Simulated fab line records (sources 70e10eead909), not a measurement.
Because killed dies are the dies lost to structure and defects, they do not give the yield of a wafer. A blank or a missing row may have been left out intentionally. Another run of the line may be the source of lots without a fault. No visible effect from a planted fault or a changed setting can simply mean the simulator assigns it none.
fab line records	flow nandHarc
record lots=12	wafers=36	lastDay=34
route steps=1302 shown A_CHANNEL_HOLE_D2@604 A_CHANNEL_FILL_D2@616
lots untouched by any fault: they come from a run of this same line in which no faults occurred
startH: start of the lot's first displayed wafer, in hours after the record's first day	waitH: hours from the lot's prior step to this one	" identical to the entry in the row above	L1.1+2: one row covering several wafers at once	- no value, or no start was given	* or withheld: withheld	< > ~ a bound
route shown NAME@n: NAME is a module with steps in the file, n the number in the route of the first one	usual: mean/standard deviation taken from wafers without a fault	same: alike in all rows	chamber/n: place in a boat	sites: per-site readings	_std_site: their standard deviation	_edge_site: outer sites' mean less inner sites'	radiusMm: how far each site lies from the wafer's centre	mask NAME#n: copy n	behind: the last tool/chamber to shape the wafer	hold: what put the lot on hold/how long, in hours/how the hold closed	device: names the non-switching transistor (n, p or np)	end of line: tests run on the same wafers once the route is complete	a step with no rows: only its recipe	killed: not the wafer's yield, but the dies lost to structure and defects at the first sort	map: a wafer's dies, marking killed ones x, the rest . and places with no die _
set.NAME: the setting that was run; set.NAME@STEP: the one run at that earlier step	model.NAME: the simulator's own value behind a step, which no gauge read
a sample of lots followed through the steps of the route, with each step as a table and each wafer as a row
services: a tool's chamber out of use, with start hour (startH, from the record's first day; less than 0 if before it), hours out, and reason
## steps
# step NHARC_A_CHANNEL_HOLE_D2_STRIP_28
# recipe o2FlowSccm=500	arFlowSccm=0	biasW=0	chemistry=O2
# usual drypumpMotorCurrentA=5.8/0.38	oesProductAu=0.995/0.009	rfVppV=57.8/0.85	showerheadPlenumPTorr=3.49/0.14	throttleValvePct=17.037/0.0088
lot.wafer	tool	chamber	startH	waitH	drypumpMotorCurrentA	oesProductAu	rfHoursCounterH	rfVppV	showerheadPlenumPTorr	throttleValvePct
L777.4	rieDiel-08	3	-	-	5.8	0.984	5.6	58.2	3.63	17.035
L777.6	"	2	"	"	5.7	0.994	-	56.8	3.37	17.035
L777.5	"	3	"	"	5.8	0.999	-	58.5	3.63	17.042
L779.4	rieDiel-08	1	-	-	6.0	0.981	5.6	57.7	3.42	17.044
L779.1	"	2	"	"	5.7	0.994	5.7	57.4	3.37	17.043
L779.5	"	3	"	"	5.8	0.975	-	59.7	3.63	17.039
L781.4	rieDiel-06	1	-	-	6.3	0.990	1.4	56.6	3.33	17.046
L781.1	"	0	"	"	5.7	1.000	1.3	58.7	3.49	17.022
L781.5	"	2	"	"	5.7	1.004	-	58.3	3.60	17.036
L780.4	rieDiel-01	0	-	-	6.1	0.982	7.2	58.3	3.52	17.047
L780.5	"	1	"	"	6.6	0.985	-	59.5	3.75	17.044
L780.6	"	2	"	"	5.6	1.009	-	59.1	3.67	17.032
L782.3	rieDiel-01	2	-	-	5.5	1.005	9.2	58.6	3.67	17.060
L782.4	"	0	"	"	6.1	1.003	8.0	58.1	3.52	17.029
L782.6	"	2	"	"	5.6	0.994	-	58.4	3.67	17.032
L788.1	rieDiel-08	1	-	-	6.0	0.991	3.2	56.5	3.42	17.038
L788.6	"	1	"	"	6.0	0.988	-	58.7	3.42	17.021
L788.5	"	2	"	"	5.7	0.992	-	59.1	3.37	17.035
L794.2	rieDiel-01	0	-	-	6.1	0.984	4.0	57.6	3.52	17.036
L794.3	"	2	"	"	5.6	1.007	4.7	58.7	3.67	17.026
L794.1	"	3	"	"	5.0	1.002	4.2	58.0	3.57	17.031
L795.4	rieDiel-08	1	-	-	6.0	0.994	8.1	57.1	3.42	17.039
L795.1	"	3	"	"	5.8	0.990	7.1	57.8	3.63	17.033
L795.6	"	0	"	"	5.4	1.001	-	56.8	3.33	17.024
L796.4	rieDiel-08	1	-	-	6.0	0.988	9.7	57.4	3.42	17.034
L796.3	"	3	"	"	5.8	0.993	8.2	57.2	3.63	17.027
L796.5	"	2	"	"	5.7	0.987	-	57.4	3.36	17.038
L797.4	rieDiel-06	1	-	-	6.2	1.008	1.3	58.1	3.33	17.043
L797.2	"	3	"	"	5.3	0.980	0.8	57.1	3.30	17.045
L797.6	"	1	"	"	6.3	1.006	-	58.3	3.33	17.028
L798.2	rieDiel-01	2	-	-	5.6	1.018	6.7	58.1	3.66	17.043
L798.4	"	1	"	"	6.6	1.012	7.7	59.0	3.75	17.045
L798.6	"	3	"	"	5.0	1.005	-	58.5	3.57	17.024
L799.4	rieDiel-06	3	-	-	5.4	0.995	2.5	57.2	3.30	17.019
L799.5	"	2	"	"	5.7	0.995	-	57.3	3.59	17.047
L799.6	"	3	"	"	5.4	0.989	-	57.4	3.30	17.042
# step NHARC_A_CHANNEL_FILL_D2_ALD_16
# recipe targetThkA=15	pulseTimeS=10	aldCycles=15	tempC=300	material=SiO2
# usual aldCycles=15/0	heaterPowerW=462/57	precursorPulseHeightRel=1.001/0.021
lot.wafer	tool	chamber	startH	waitH	aldCycles	heaterPowerW	precursorPulseHeightRel
L777.4	aldHk-01	1	326.80	0.1	15	445	1.037
L777.6	"	2	"	"	15	416	0.979
L777.5	"	3	"	"	15	429	1.003
L779.4	aldHk-01	2	338.15	0.1	15	413	0.994
L779.1	"	3	"	"	15	435	1.014
L779.5	"	1	"	"	15	464	1.004
L781.4	aldHk-01	3	362.12	0.0	15	426	0.989
L781.1	"	1	"	"	15	466	1.036
L781.5	"	0	"	"	15	380	1.017
L780.4	aldHk-01	3	362.28	0.2	15	434	0.996
L780.6	"	3	"	"	15	430	1.042
L780.5	"	0	"	"	15	399	1.010
L782.4	aldHk-04	0	381.37	0.0	15	485	1.021
L782.3	"	3	"	"	15	523	1.012
L782.6	"	1	"	"	15	509	0.978
L788.1	aldHk-02	3	429.75	0.1	15	393	1.008
L788.5	"	0	"	"	15	541	0.984
L788.6	"	1	"	"	15	463	0.977
L794.1	aldHk-02	1	497.09	0.0	15	445	0.986
L794.3	"	2	"	"	15	418	1.031
L794.2	"	3	"	"	15	398	1.018
L795.4	aldHk-01	3	497.15	0.1	15	457	1.007
L795.1	"	1	"	"	15	491	1.031
L795.6	"	3	"	"	15	443	0.986
L796.3	aldHk-02	3	514.46	0.0	15	397	0.979
L796.4	"	0	"	"	15	564	1.032
L796.5	"	0	"	"	15	553	1.026
L797.2	aldHk-01	3	526.06	0.0	15	448	1.014
L797.4	"	0	"	"	15	398	1.017
L797.6	"	3	"	"	15	454	0.991
L798.2	aldHk-04	2	540.78	0.1	15	554	1.015
L798.4	"	3	"	"	15	567	1.001
L798.6	"	0	"	"	15	470	0.990
L799.4	aldHk-04	3	540.92	0.2	15	556	1.005
L799.5	"	2	"	"	15	540	1.020
L799.6	"	3	"	"	15	563	1.014
# step NHARC_A_CHANNEL_FILL_D2_ALD_25
# recipe targetThkA=600	pulseTimeS=10	aldCycles=600	tempC=300	material=SiOx
# usual aldCycles=600/0	heaterPowerW=473/59	precursorPulseHeightRel=0.998/0.02
lot.wafer	tool	chamber	startH	waitH	aldCycles	heaterPowerW	precursorPulseHeightRel
L777.4	aldHk-01	2	353.85	0.7	600	428	0.995
L777.5	"	1	355.71	2.5	600	466	0.962
L777.6	"	2	"	"	600	439	1.029
L779.4	aldHk-02	3	361.96	1.3	600	394	0.978
L779.1	"	0	"	"	600	552	1.020
L779.5	"	1	"	"	600	446	1.038
L781.1	aldHk-04	2	385.13	0.1	600	548	0.985
L781.4	"	0	386.36	1.3	600	503	1.000
L781.5	"	2	387.59	2.5	600	554	1.036
L780.4	aldHk-02	1	386.36	1.3	600	453	0.989
L780.5	"	3	387.57	2.5	600	408	1.004
L780.6	"	0	"	"	600	539	1.014
L782.3	aldHk-04	1	406.04	0.7	600	503	0.997
L782.4	"	2	"	"	600	540	0.952
L782.6	"	1	408.48	3.1	600	507	1.004
L788.1	aldHk-04	0	456.62	1.9	600	467	0.992
L788.5	"	1	"	"	426	508	0.981
L788.6	"	2	"	"	600	552	1.003
L794.3	aldHk-02	2	520.43	0.0	600	410	0.992
L794.1	"	3	"	"	600	406	1.018
L794.2	"	1	522.26	1.9	600	463	1.028
L795.1	aldHk-04	3	521.68	1.3	600	561	1.010
L795.4	"	0	"	"	600	462	1.000
L795.6	"	1	"	"	600	521	1.014
L796.4	aldHk-02	2	539.63	1.3	600	403	0.986
L796.3	"	3	"	"	600	411	0.969
L796.5	"	0	"	"	600	544	0.998
L797.2	aldHk-01	0	550.66	0.7	600	413	0.984
L797.4	"	1	"	"	600	483	1.027
L797.6	"	0	553.15	3.2	600	397	0.985
L798.2	aldHk-02	3	564.83	0.1	600	416	1.007
L798.4	"	2	566.65	1.9	600	402	0.988
L798.6	"	0	567.86	3.1	600	536	1.027
L799.4	aldHk-04	3	566.69	1.9	600	552	1.008
L799.6	"	0	"	"	600	469	0.962
L799.5	"	1	"	"	600	509	1.024
# step NHARC_A_CHANNEL_FILL_D2_STRIP_29
# recipe timeS=20	o2FlowSccm=500	arFlowSccm=0	biasW=0	chemistry=O2
# usual drypumpMotorCurrentA=5.6/0.35	oesProductAu=1.000/0.01	rfVppV=57.7/0.83	showerheadPlenumPTorr=3.51/0.14	throttleValvePct=17.037/0.01
lot.wafer	tool	chamber	startH	waitH	drypumpMotorCurrentA	oesProductAu	rfHoursCounterH	rfVppV	showerheadPlenumPTorr	throttleValvePct
L777.4	rieDiel-04	1	-	-	6.0	0.986	6	58.1	3.36	17.055
L777.5	"	3	"	"	5.1	1.000	-	57.7	3.67	17.038
L777.6	"	0	"	"	5.3	0.995	-	58.7	3.38	17.032
L779.1	rieDiel-13	2	-	-	5.1	0.991	1	58.4	3.53	17.035
L779.4	"	0	"	"	5.7	0.988	1	57.5	3.50	17.053
L779.5	"	2	"	"	5.1	0.987	-	57.2	3.53	17.031
L780.4	rieDiel-04	2	-	-	5.8	0.989	0	57.9	3.71	17.039
L780.6	"	2	"	"	5.7	0.992	-	58.6	3.71	17.022
L780.5	"	3	"	"	5.2	1.000	-	58.0	3.67	17.035
L781.1	rieDiel-13	3	-	-	5.8	1.007	2	56.9	3.34	17.039
L781.4	"	0	"	"	5.7	1.006	1	59.8	3.50	17.026
L781.5	"	3	"	"	5.7	0.995	-	59.0	3.34	17.026
L782.4	rieDiel-13	1	-	-	6.1	1.001	2	57.9	3.68	17.033
L782.3	"	0	"	"	5.7	1.003	2	59.4	3.50	17.064
L782.6	"	2	"	"	5.1	0.998	-	56.8	3.53	17.027
L788.1	rieDiel-04	3	-	-	5.2	1.015	2	57.8	3.67	17.032
L788.5	"	0	"	"	5.3	1.006	-	58.0	3.38	17.043
L788.6	"	1	"	"	6.0	0.988	-	56.6	3.35	17.032
L794.1	rieDiel-04	0	-	-	5.3	1.013	3	56.7	3.38	17.027
L794.2	"	2	"	"	5.7	0.990	3	58.0	3.71	17.037
L794.3	"	3	"	"	5.1	1.005	3	59.1	3.67	17.054
L795.1	rieDiel-04	3	-	-	5.2	1.007	3	57.9	3.67	17.055
L795.4	"	0	"	"	5.3	1.012	3	56.2	3.38	17.026
L795.6	"	3	"	"	5.2	1.011	-	57.3	3.67	17.057
L796.3	rieDiel-13	1	-	-	6.1	1.003	0	59.6	3.68	17.043
L796.4	"	2	"	"	5.1	1.009	0	57.5	3.53	17.049
L796.5	"	2	"	"	5.1	1.007	-	57.4	3.53	17.035
L797.2	rieDiel-13	3	-	-	5.7	0.994	1	58.6	3.34	17.032
L797.4	"	1	"	"	6.1	1.010	1	57.1	3.68	17.040
L797.6	"	3	"	"	5.7	0.992	-	57.8	3.34	17.044
L798.4	rieDiel-04	0	-	-	5.3	1.007	1	56.6	3.38	17.040
L798.2	"	3	"	"	5.1	0.999	1	59.1	3.67	17.033
L798.6	"	0	"	"	5.3	0.992	-	57.0	3.38	17.042
L799.4	rieDiel-03	2	-	-	6.3	1.008	21	57.4	3.41	17.037
L799.5	"	1	"	"	5.6	0.996	-	57.0	3.44	17.034
L799.6	"	2	"	"	6.3	0.999	-	58.4	3.41	17.025
## services
tool	chamber	startH	hours	kind
aldHk-01	-	297.78	10.0	pm
rieDiel-13	1	324.46	10.9	repair
rieDiel-01	-	336.21	0.9	repair
rieDiel-13	-	342.00	9.0	pm
rieDiel-04	-	359.03	9.0	pm
aldHk-04	-	366.59	1.5	repair
rieDiel-08	-	367.80	9.0	pm
rieDiel-04	-	372.91	0.3	repair
rieDiel-01	-	380.80	9.0	pm
rieDiel-04	3	392.01	4.1	repair
rieDiel-13	0	402.69	1.7	repair
rieDiel-13	-	405.10	1.3	repair
rieDiel-13	1	419.46	5.5	repair
aldHk-04	-	435.18	10.0	pm
rieDiel-13	2	459.97	32.6	repair
rieDiel-13	3	465.05	13.6	repair
aldHk-01	-	475.78	10.0	pm
rieDiel-08	1	502.07	7.4	repair
rieDiel-13	2	509.50	4.6	repair
rieDiel-13	-	519.00	9.0	pm
aldHk-02	-	527.99	10.0	pm
rieDiel-04	-	536.03	9.0	pm
rieDiel-08	-	544.80	9.0	pm
rieDiel-08	0	570.18	3.8	repair
## key
firstSign step=NHARC_A_CHANNEL_FILL_D2_ALD_25	reading=aldCycles	direction=down	sigmas=99+	usual=600	struck=426
effect none on later readings
metAt NHARC_A_CHANNEL_FILL_D2_ALD_25
struckLots L788
struckWafers L788.5
testerLeftOut L788
notActingAt NHARC_A_CHANNEL_HOLE_D2_STRIP_28,NHARC_A_CHANNEL_FILL_D2_ALD_16,NHARC_A_CHANNEL_FILL_D2_STRIP_29
onsetBetween 406.04 456.62
fault kind=processParameterDrift	tool=aldHk-04	chamber=1	onsetH=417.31	steps=NHARC_A_CHANNEL_FILL_D2_ALD_25	channel=aldCycles	offset=-174	shape=step	endH=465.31	actsIn=theseRecipesOnly	stated=600
# testerLeftOut: of these lots the tester's yield and bins aren't shown, on N5 and GAA mostly nor the transistor test; their killed dies are dies lost to structure and defects alone, not to doping, threshold or leakage, so they don't give the yield
